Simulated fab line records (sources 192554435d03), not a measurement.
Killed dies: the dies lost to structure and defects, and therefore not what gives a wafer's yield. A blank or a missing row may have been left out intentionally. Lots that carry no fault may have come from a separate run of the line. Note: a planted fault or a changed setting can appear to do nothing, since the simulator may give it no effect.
Which of the tools did it?    flow n5 finfet    at 1 step of a route of 1938, 12 lots with 36 wafers sampled

## WHAT THE GAUGES SHOWED, per wafer
N5_MOL_CONTACT_COAG_THK_MEAS_29.
lot   measured      on             MD_CAP_THK (nm)
L075  day 5 11:55   film metro-01  17.78 17.78 17.86
L077  day 5 18:02   film metro-02  17.94 17.96 17.86
L079  day 6 06:21   film metro-01  17.81 17.96 17.88
L080  day 7 09:25   film metro-02  18.07 17.95 17.90
L083  day 7 13:28   film metro-01  17.87 17.86 17.76
L085  day 7 22:34   film metro-02  17.81 17.81 17.81
L087  day 8 06:43   film metro-01  17.84 17.82 17.73
L089  day 8 17:35   film metro-01  17.90 17.96 17.83
L091  day 9 11:04   film metro-02  17.89 17.72 17.89
L093  day 9 18:38   film metro-01  17.93 17.89 17.99
L094  day 10 06:05  film metro-02  17.99 17.81 17.88
L097  day 10 19:16  film metro-01  17.77 17.81 17.92

## EACH LOT AND THE TOOL THAT RAN IT (in order: tool; ch and the chambers of the sampled wafers; start)
Record: no process step prior to these readings.

## THE ANSWER, worked out from the rows above alone
Rule: usual is defined by the lots themselves. The widest of any qualifying gaps counts: lots, ordered by their means at a reading, are off when they make up no more than a third of the lots, leave a main group of 4 or more, and stand apart from it by 3 or more times the standard deviation of that group's means. A main group whose means are all the same, to the digits that the tables above print for the reading, isn't used. A lot without any number at a reading at which 4 lots or more have one is off too. Where the step has rows for the other lots, those lots are counted as sound.
None of the lots is off at any reading shown; this tells nothing.

## WHAT HAD BEEN PUT IN BY THE SIMULATOR
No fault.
